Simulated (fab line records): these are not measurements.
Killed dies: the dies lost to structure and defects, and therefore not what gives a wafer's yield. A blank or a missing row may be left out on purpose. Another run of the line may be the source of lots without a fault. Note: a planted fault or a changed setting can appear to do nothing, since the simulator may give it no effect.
Matching of chambers / flow nand_harc / NHARC_P_M0_ETCH_34 on rie_diel-11 has 4 sister chambers
The step etches the open film in N2/H2, target depth 40 nm, overetch 12 nm, time 43.94 s. 4 wafers are shown with their chamber, then 12 later ones without.

== EACH WAFER AND ITS CHAMBER ==
wafer=L086.6; chamber=2; showerhead_plenum_p_Torr (Torr)=2.13
wafer=L088.2; chamber=0; showerhead_plenum_p_Torr (Torr)=2.19
wafer=L088.4; chamber=1; showerhead_plenum_p_Torr (Torr)=1.97
wafer=L088.6; chamber=3; showerhead_plenum_p_Torr (Torr)=2.13

== WAFERS WITH NO CHAMBER GIVEN ==
wafer=L089.2; showerhead_plenum_p_Torr (Torr)=2.12
wafer=L089.3; showerhead_plenum_p_Torr (Torr)=2.19
wafer=L089.6; showerhead_plenum_p_Torr (Torr)=2.19
wafer=L093.2; showerhead_plenum_p_Torr (Torr)=2.12
wafer=L093.3; showerhead_plenum_p_Torr (Torr)=2.18
wafer=L093.6; showerhead_plenum_p_Torr (Torr)=1.97
wafer=L095.1; showerhead_plenum_p_Torr (Torr)=1.97
wafer=L095.3; showerhead_plenum_p_Torr (Torr)=2.12
wafer=L095.4; showerhead_plenum_p_Torr (Torr)=2.13
wafer=L096.1; showerhead_plenum_p_Torr (Torr)=2.18
wafer=L096.3; showerhead_plenum_p_Torr (Torr)=2.12
wafer=L096.6; showerhead_plenum_p_Torr (Torr)=2.13

== THE CHAMBER EACH PASSED THROUGH ==
wafer=L089.2; from the rows above=can't be placed: 2 or 3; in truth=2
wafer=L089.3; from the rows above=0; in truth=0
wafer=L089.6; from the rows above=0; in truth=0
wafer=L093.2; from the rows above=can't be placed: 2 or 3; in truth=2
wafer=L093.3; from the rows above=0; in truth=0
wafer=L093.6; from the rows above=1; in truth=1
wafer=L095.1; from the rows above=1; in truth=1
wafer=L095.3; from the rows above=can't be placed: 2 or 3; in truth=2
wafer=L095.4; from the rows above=can't be placed: 2 or 3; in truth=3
wafer=L096.1; from the rows above=0; in truth=0
wafer=L096.3; from the rows above=can't be placed: 2 or 3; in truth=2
wafer=L096.6; from the rows above=can't be placed: 2 or 3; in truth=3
6 of 12 placed correctly. Not placeable from these rows: 6 (in 6, the candidates include the true chamber). Number placed wrongly: 0.
How it was worked out, from the rows above alone: a wafer's distance from a chamber is the root of the sum, over the readings, of the square of ((its reading less the chamber's mean) divided by the reading's scatter). If the next closest chamber is less than 2 further off than the closest, the wafer can't be placed; otherwise it belongs to the closest. The mean given for a chamber averages the wafers shown for that chamber. The scatter (one wafer shown for each chamber): square how far every hidden wafer sits from the nearest shown wafer, average those squares and take the square root.
